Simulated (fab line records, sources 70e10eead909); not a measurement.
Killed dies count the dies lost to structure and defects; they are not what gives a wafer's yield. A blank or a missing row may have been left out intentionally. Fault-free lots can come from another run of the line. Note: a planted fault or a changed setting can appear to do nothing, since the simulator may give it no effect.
What tool caused it? | flow nand harc | 24 lots, 72 wafers sampled, at 6 steps of a route of 1159

## WHAT THE GAUGES SHOWED, per wafer
NHARC_P_ZERO_WELL_INSPECT_43.
lot  | measured    | on                | raw defect count
L074 | day 1 19:27 | defect inspect-02 | 20 10 26
L075 | day 2 01:22 | defect inspect-02 | 14 9 12
L076 | day 2 07:47 | defect inspect-02 | 28 16 16
L077 | day 2 13:34 | defect inspect-01 | 12 16 8
L078 | day 2 19:27 | defect inspect-02 | 14 9 14
L079 | day 3 01:43 | defect inspect-01 | 5 12 11
L080 | day 3 07:27 | defect inspect-01 | 10 5 4
L081 | day 3 17:11 | defect inspect-02 | 13 28 3
L082 | day 3 19:27 | defect inspect-01 | 14 20 23
L083 | day 4 01:45 | defect inspect-01 | 7 21 13
L084 | day 4 07:25 | defect inspect-02 | 10 12 17
L085 | day 4 13:34 | defect inspect-01 | 14 9 26
L086 | day 4 19:45 | defect inspect-02 | 17 11 21
L087 | day 5 01:35 | defect inspect-02 | 19 13 22
L088 | day 5 07:55 | defect inspect-02 | 13 9 29
L089 | day 5 13:26 | defect inspect-02 | 12 6 22
L090 | day 5 19:37 | defect inspect-01 | 12 27 13
L091 | day 6 01:44 | defect inspect-01 | 14 3 12
L092 | day 6 07:35 | defect inspect-01 | 9 16 16
L093 | day 6 13:32 | defect inspect-01 | 10 16 5
L094 | day 6 19:36 | defect inspect-02 | 35 20 21
L095 | day 7 01:34 | defect inspect-02 | 9 12 14
L096 | day 7 07:52 | defect inspect-01 | 17 13 17
L097 | day 7 13:50 | defect inspect-01 | 17 20 31

NHARC_P_M0_THK_MEAS_24: measures by xrf.
lot  | measured     | on            | thk nm (nm)
L074 | day 5 18:02  | film metro-02 | 118.7 119.3 119.6
L075 | day 6 06:16  | film metro-02 | 114.9 116.9 118.2
L076 | day 6 13:04  | film metro-01 | 115.4 115.2 116.6
L077 | day 6 18:49  | film metro-02 | 118.9 115.0 116.3
L078 | day 6 22:08  | film metro-01 | 117.4 118.8 119.0
L079 | day 7 03:04  | film metro-01 | 118.1 115.5 116.7
L080 | day 7 12:14  | film metro-02 | 116.4 114.9 116.5
L081 | day 7 22:50  | film metro-01 | 118.2 117.3 117.4
L082 | day 7 22:16  | film metro-02 | 117.4 117.6 114.6
L083 | day 7 23:35  | film metro-01 | 117.4 117.3 116.6
L084 | day 8 11:03  | film metro-01 | 121.3 120.4 119.7
L085 | day 8 10:10  | film metro-01 | 121.7 118.0 118.1
L086 | day 9 00:52  | film metro-01 | 118.5 116.9 118.3
L087 | day 9 00:31  | film metro-02 | 117.4 117.6 114.1
L088 | day 9 07:16  | film metro-01 | 117.2 115.9 119.4
L089 | day 10 03:46 | film metro-01 | 116.9 119.4 119.6
L090 | day 9 14:08  | film metro-01 | 118.3 119.3 116.0
L091 | day 10 07:05 | film metro-02 | 117.4 117.1 117.3
L092 | day 10 05:03 | film metro-02 | 115.7 115.0 118.4
L093 | day 10 15:49 | film metro-02 | 120.5 120.1 121.2
L094 | day 10 19:26 | film metro-02 | 117.5 119.0 115.5
L095 | day 11 04:47 | film metro-01 | 120.2 119.2 119.4
L096 | day 11 10:03 | film metro-01 | 119.5 115.6 119.7
L097 | day 11 10:58 | film metro-02 | 118.0 116.7 115.9

NHARC_P_M1_CD_MEAS_09 targets a cd of 130 nm.
lot  | measured     | on        | cd nm (nm)
L074 | day 5 19:42  | cd sem-01 | 129.1 127.8 129.6
L075 | day 6 08:17  | cd sem-02 | 129.6 129.1 130.4
L076 | day 6 14:29  | cd sem-01 | 128.7 129.5 129.5
L077 | day 6 20:13  | cd sem-02 | 130.7 129.2 129.3
L078 | day 7 00:05  | cd sem-02 | 129.4 129.9 128.5
L079 | day 7 04:33  | cd sem-02 | 129.1 130.2 130.3
L080 | day 7 15:49  | cd sem-03 | 129.6 129.2 129.3
L081 | day 8 00:24  | cd sem-02 | 131.2 129.6 129.6
L082 | day 7 23:50  | cd sem-02 | 130.2 129.4 130.4
L083 | day 8 01:08  | cd sem-02 | 129.2 128.7 129.7
L084 | day 8 12:29  | cd sem-01 | 129.8 129.1 129.0
L085 | day 8 11:44  | cd sem-01 | 129.7 128.4 129.6
L086 | day 9 02:25  | cd sem-01 | 130.2 130.9 130.2
L087 | day 9 02:04  | cd sem-01 | 131.0 129.6 129.8
L088 | day 9 09:01  | cd sem-02 | 128.5 130.6 130.0
L089 | day 10 05:11 | cd sem-03 | 129.5 128.2 130.4
L090 | day 9 15:33  | cd sem-01 | 130.5 129.3 129.4
L091 | day 10 08:38 | cd sem-02 | 130.1 129.0 128.7
L092 | day 10 06:36 | cd sem-02 | 130.8 130.5 129.0
L093 | day 10 17:41 | cd sem-03 | 129.3 129.4 128.5
L094 | day 10 20:52 | cd sem-01 | 128.8 129.0 129.3
L095 | day 11 06:14 | cd sem-02 | 129.7 128.8 131.0
L096 | day 11 11:37 | cd sem-02 | 130.0 129.1 130.4
L097 | day 11 12:32 | cd sem-02 | 129.1 127.8 129.3

NHARC_P_M1_OVL_MEAS_10: pitch 260 nm.
lot  | measured     | on         | overlay x nm (nm) | overlay y nm (nm)
L074 | day 5 19:47  | overlay-02 | 1.3 0.8 0.7       | -0.8 -0.3 -0.6
L075 | day 6 08:22  | overlay-02 | 1.2 0.4 1.0       | 0.2 0.5 0.1
L076 | day 6 14:34  | overlay-01 | -0.1 -0.4 0.0     | 1.1 1.4 0.6
L077 | day 6 20:19  | overlay-01 | 0.2 0.5 0.5       | 0.8 0.6 0.6
L078 | day 7 00:10  | overlay-01 | 0.0 -0.2 -0.1     | 0.5 0.7 0.6
L079 | day 7 04:38  | overlay-01 | 0.4 1.1 0.2       | -1.7 -1.8 -1.8
L080 | day 7 15:55  | overlay-01 | -1.2 -1.0 -1.2    | 0.8 0.8 1.6
L081 | day 8 00:29  | overlay-01 | -0.2 0.2 0.2      | -2.2 -2.5 -1.8
L082 | day 7 23:55  | overlay-01 | -1.3 -1.1 -0.9    | -1.2 -1.2 -1.6
L083 | day 8 01:13  | overlay-02 | 0.3 0.0 -0.7      | 1.1 1.1 0.4
L084 | day 8 12:34  | overlay-01 | 1.8 1.8 1.7       | -0.8 -0.8 -0.4
L085 | day 8 11:49  | overlay-01 | -0.2 -0.9 -0.1    | -1.7 -1.6 -1.5
L086 | day 9 02:30  | overlay-02 | 1.1 0.7 0.9       | -0.8 -0.6 -0.5
L087 | day 9 02:09  | overlay-01 | -0.5 -0.8 -0.7    | 0.0 -0.4 -0.5
L088 | day 9 09:05  | overlay-01 | 1.3 1.0 1.1       | 0.5 0.7 0.9
L089 | day 10 05:16 | overlay-02 | 0.8 0.2 0.3       | -1.3 -1.2 -1.2
L090 | day 9 15:38  | overlay-02 | -0.7 -0.7 -0.8    | -0.2 0.2 -0.2
L091 | day 10 08:43 | overlay-02 | 0.2 -0.4 -0.3     | 0.8 0.8 0.6
L092 | day 10 06:41 | overlay-02 | -2.4 -1.9 -1.3    | 0.9 0.7 1.1
L093 | day 10 17:47 | overlay-01 | -0.3 0.2 -0.6     | -2.0 -1.2 -1.4
L094 | day 10 20:58 | overlay-02 | 1.6 1.1 2.0       | 0.5 0.4 0.9
L095 | day 11 06:20 | overlay-01 | 0.4 0.4 0.6       | 0.8 0.8 0.6
L096 | day 11 11:41 | overlay-01 | 0.8 0.8 1.0       | 0.1 -0.2 -0.3
L097 | day 11 12:37 | overlay-02 | -0.7 -1.2 -1.0    | 1.0 0.8 0.6

## TOOL THAT RAN EACH LOT (tool first, then ch and the chambers of the sampled wafers, then the start)
lot  | NHARC_P_GATE_ETCH_32             | NHARC_P_CONTACT_DEGAS_38
L074 | rie si-04 ch 0,2, day 4 12:11    | pvd sputter-01, day 5 12:33
L075 | rie si-02 ch 1,2,3, day 4 22:21  | pvd sputter-03, day 5 19:31
L076 | rie si-02 ch 0,2, day 5 04:54    | pvd sputter-01, day 6 02:35
L077 | rie si-06 ch 1,2,3, day 5 09:23  | pvd sputter-01, day 6 06:46
L078 | rie si-06 ch 0,1,2, day 5 15:47  | pvd sputter-02, day 6 13:16
L079 | rie si-02 ch 0,2,3, day 6 00:55  | pvd sputter-03, day 6 22:04
L080 | rie si-04 ch 0,1,2, day 6 08:46  | pvd sputter-03, day 7 06:47
L081 | rie si-04 ch 1,2,3, day 6 16:16  | pvd sputter-03, day 7 13:58
L082 | rie si-02 ch 0,2, day 6 15:35    | pvd sputter-01, day 7 12:58
L083 | rie si-06 ch 1,2,3, day 6 19:17  | pvd sputter-03, day 7 16:28
L084 | rie si-04 ch 1,2, day 7 08:04    | pvd sputter-01, day 8 06:09
L085 | rie si-06 ch 1,2,3, day 7 07:50  | pvd sputter-01, day 8 05:20
L086 | rie si-06 ch 0,1, day 7 21:47    | pvd sputter-03, day 8 19:49
L087 | rie si-04 ch 0,2,3, day 7 21:49  | pvd sputter-02, day 8 19:04
L088 | rie si-04 ch 1,2,3, day 8 04:49  | pvd sputter-01, day 9 02:14
L089 | rie si-04 ch 0,2, day 8 11:34    | pvd sputter-01, day 9 11:01
L090 | rie si-06 ch 1,2,3, day 8 11:32  | pvd sputter-03, day 9 09:01
L091 | rie si-02 ch 1,2, day 9 00:48    | pvd sputter-03, day 9 23:35
L092 | rie si-06 ch 0,1,3, day 9 00:40  | pvd sputter-02, day 9 21:54
L093 | rie si-06 ch 1,3, day 9 10:04    | pvd sputter-03, day 10 07:34
L094 | rie si-02 ch 0,2,3, day 9 16:53  | pvd sputter-01, day 10 14:30
L095 | rie si-04 ch 0,1,3, day 10 02:20 | pvd sputter-01, day 10 23:58
L096 | rie si-04 ch 0,3, day 10 08:02   | pvd sputter-01, day 11 05:16
L097 | rie si-02 ch 0,3, day 10 08:10   | pvd sputter-03, day 11 06:04
- NHARC_P_GATE_ETCH_32: etches the open film in HBr/Cl2, target depth 150 nm, time 100.1 s.
- NHARC_P_CONTACT_DEGAS_38: time 60 s.

## WHAT THE TOOLS THEMSELVES READ (means of the sampled wafers that have a number; where no wafer has one, the mark that the record gives instead)
NHARC_P_GATE_ETCH_32.
lot  | tool      | drypump motor current A (A) | oes product au (a.u.) | throttle valve pct (%)
L074 | rie si-04 | 5.8                         | 1.013                 | 26.415
L075 | rie si-02 | 5.9                         | 1.002                 | 26.407
L076 | rie si-02 | 5.5                         | 0.994                 | 26.410
L077 | rie si-06 | 5.6                         | 0.994                 | 26.406
L078 | rie si-06 | 5.8                         | 1.009                 | 26.403
L079 | rie si-02 | 6.0                         | 0.996                 | 26.407
L080 | rie si-04 | 6.0                         | 0.992                 | 26.408
L081 | rie si-04 | 6.1                         | 0.993                 | 26.406
L082 | rie si-02 | 5.7                         | 1.008                 | 26.411
L083 | rie si-06 | 5.7                         | 0.994                 | 26.412
L084 | rie si-04 | 6.2                         | 0.999                 | 26.401
L085 | rie si-06 | 5.6                         | 1.002                 | 26.410
L086 | rie si-06 | 5.9                         | 1.016                 | 26.417
L087 | rie si-04 | 5.9                         | 1.007                 | 26.405
L088 | rie si-04 | 6.1                         | 1.005                 | 26.404
L089 | rie si-04 | 5.7                         | 0.989                 | 26.400
L090 | rie si-06 | 5.7                         | 0.991                 | 26.402
L091 | rie si-02 | 5.6                         | 1.003                 | 26.405
L092 | rie si-06 | 5.7                         | 0.994                 | 26.397
L093 | rie si-06 | 6.0                         | 0.987                 | 26.408
L094 | rie si-02 | 6.0                         | 0.997                 | 26.409
L095 | rie si-04 | 6.0                         | 1.001                 | 26.400
L096 | rie si-04 | 5.8                         | 1.003                 | 26.404
L097 | rie si-02 | 6.2                         | 1.000                 | 26.392

NHARC_P_CONTACT_DEGAS_38.
lot  | tool           | heater power w (W)
L074 | pvd sputter-01 | 495
L075 | pvd sputter-03 | 474
L076 | pvd sputter-01 | 500
L077 | pvd sputter-01 | 500
L078 | pvd sputter-02 | 438
L079 | pvd sputter-03 | 531
L080 | pvd sputter-03 | 502
L081 | pvd sputter-03 | 511
L082 | pvd sputter-01 | 503
L083 | pvd sputter-03 | 526
L084 | pvd sputter-01 | 493
L085 | pvd sputter-01 | 501
L086 | pvd sputter-03 | 508
L087 | pvd sputter-02 | 451
L088 | pvd sputter-01 | 486
L089 | pvd sputter-01 | 490
L090 | pvd sputter-03 | 491
L091 | pvd sputter-03 | 484
L092 | pvd sputter-02 | 432
L093 | pvd sputter-03 | 538
L094 | pvd sputter-01 | 500
L095 | pvd sputter-01 | 485
L096 | pvd sputter-01 | 484
L097 | pvd sputter-03 | 510

## THE ANSWER, worked out from the rows above alone
Rule: what is usual is taken from the lots themselves. Put in order of their means at a reading, lots are off if they are a third of the lots or fewer, leave a main group of 4 or more, and stand apart from it by a gap of 3 or more times the standard deviation of the main group's means; of several such gaps the widest counts. A main group is skipped when, at the precision printed for the reading in the tables above, its means are all equal. Also off: a lot with no number at a reading for which 4 or more lots have one. Where the step has rows for the other lots, those lots are counted as sound. After the gauges, taken in route order, come the tools' own readings; for these a lot's mean is taken, as printed above. At the first step where some lot is off, the reading lying furthest off is the one used; lots without a number count as furthest.
No lot is off on any of the readings shown, so nothing can be concluded from this.

## WHAT WAS PUT IN BY THE SIMULATOR
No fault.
